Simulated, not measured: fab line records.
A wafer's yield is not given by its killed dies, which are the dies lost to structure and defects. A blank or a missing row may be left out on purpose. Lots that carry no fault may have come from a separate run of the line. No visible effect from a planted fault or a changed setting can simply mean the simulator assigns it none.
Split-lot experiment    flow n5-finfet    21 wafers read across 7 lots, on a route 1938 steps long

SPLIT DETAILS
At N5_HKMG_FIN_EXPOSE_46 (exposes mask NDIPOLE), the setting dose-mj was moved away from the recipe's 40 on 8 of the 21 wafers read, by -6.5% to +5.8%. This setting was run at the recipe's value on the other wafers.

FROM THE SPLIT TO THE READING: what the file shows between them, 2 steps
- N5_HKMG_FIN_PEB_47: peb time 60 s
- N5_HKMG_FIN_DEVELOP_48: develop time 30 s

THE READING
Shown in nm: cd-nm at N5_HKMG_FIN_CD_MEAS_49, with target cd 202 nm. Fault-free wafers of this fab line usually give 202.1 nm, standard deviation 0.51 nm.

wafer   tool, chamber at the split  dose-mj as run  against the recipe  cd-nm, nm  against lot-mates on the recipe
L075.1  arfi-scanner-03, 0          40              recipe              202.4      -
L075.4  arfi-scanner-03, 0          40              recipe              201.9      -
L075.5  arfi-scanner-03, 0          41.95           +4.9%               205.7      +3.5
L079.4  arfi-scanner-03, 0          37.86           -5.3%               199.1      no lot-mate on the recipe
L079.5  arfi-scanner-03, 0          37.86           -5.3%               198.9      no lot-mate on the recipe
L079.6  arfi-scanner-03, 0          37.86           -5.3%               199.0      no lot-mate on the recipe
L085.2  arfi-scanner-02, 0          42.34           +5.8%               205.5      +3.3
L085.3  arfi-scanner-02, 0          40              recipe              202.2      -
L085.6  arfi-scanner-02, 0          42.34           +5.8%               205.3      +3.1
L092.2  arfi-scanner-03, 0          40              recipe              202.8      -
L092.3  arfi-scanner-03, 0          40              recipe              202.0      -
L092.4  arfi-scanner-03, 0          40              recipe              202.2      -
L093.4  arfi-scanner-01, 0          40              recipe              201.7      -
L093.5  arfi-scanner-01, 0          37.4            -6.5%               197.6      -4.1
L093.6  arfi-scanner-01, 0          37.4            -6.5%               197.5      -4.2
L095.1  arfi-scanner-03, 0          40              recipe              202.8      -
L095.4  arfi-scanner-03, 0          40              recipe              202.2      -
L095.5  arfi-scanner-03, 0          40              recipe              202.7      -
L097.2  arfi-scanner-02, 0          40              recipe              202.0      -
L097.3  arfi-scanner-02, 0          40              recipe              202.2      -
L097.5  arfi-scanner-02, 0          40              recipe              201.1      -

THE FIT
A straight line over all 21 wafers: cd-nm changes by +0.63 nm for each +1% of dose-mj; r = +0.98; the points scatter about the line by 0.45 nm.
The same after taking each lot's own level away (the mean of its wafers on the recipe; 18 wafers): +0.616 nm for each +1%; r = +0.99; scatter 0.36 nm.
Per that fit: largest dose-mj move, reading shift of 4 nm.
Measured against the standard deviation above, the lots' own levels, which go from 201.70 to 202.57 nm, span 1.7 times it.
The two slopes are in agreement: the lot-to-lot level therefore moves the slope only a little.
Check: -4 nm against its lot-mates is what the line predicts for one of the wafers moved furthest among these (-6.5%) when that wafer is left out of the fit. Against them it came out at -4.1 nm.

THESE WAFERS: OTHER SPLITS
These wafers also went through other splits before the reading. Each is held against what the fit with the lots' levels taken away leaves over:
other split on the same wafers  wafers away from the commonest value  r with cd-nm (lot level and that fit taken away)
N5_SD_EPI_P_PEB_07 peb-time-s   11                                    -0.25

THE WHOLE CHAIN: every reading that the file lists as answering this split, in the file's order
step                    what it does                                            reading                                                                 change (the file's fit)                r (the file's)
N5_HKMG_FIN_CD_MEAS_49  target cd 202 nm                                        cd-nm                                                                   +0.621 nm for each +1% of the setting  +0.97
N5_HKMG_FIN_ETCH_54     etches SiARC in CF4, target depth 45.5 nm, time 75.8 s  HKMG_FIN.cd-offset-nm (the simulator's own value, which no gauge read)  +0.599 nm for each +1% of the setting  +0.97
N5_HKMG_FIN_ETCH_55     etches SOC in N2/H2, target depth 240 nm, time 300 s    HKMG_FIN.cd-offset-nm (the simulator's own value, which no gauge read)  +0.622 nm for each +1% of the setting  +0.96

THE FILE'S OWN FIT
cd-nm changes by +0.621 nm for each +1% of dose-mj, r = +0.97.
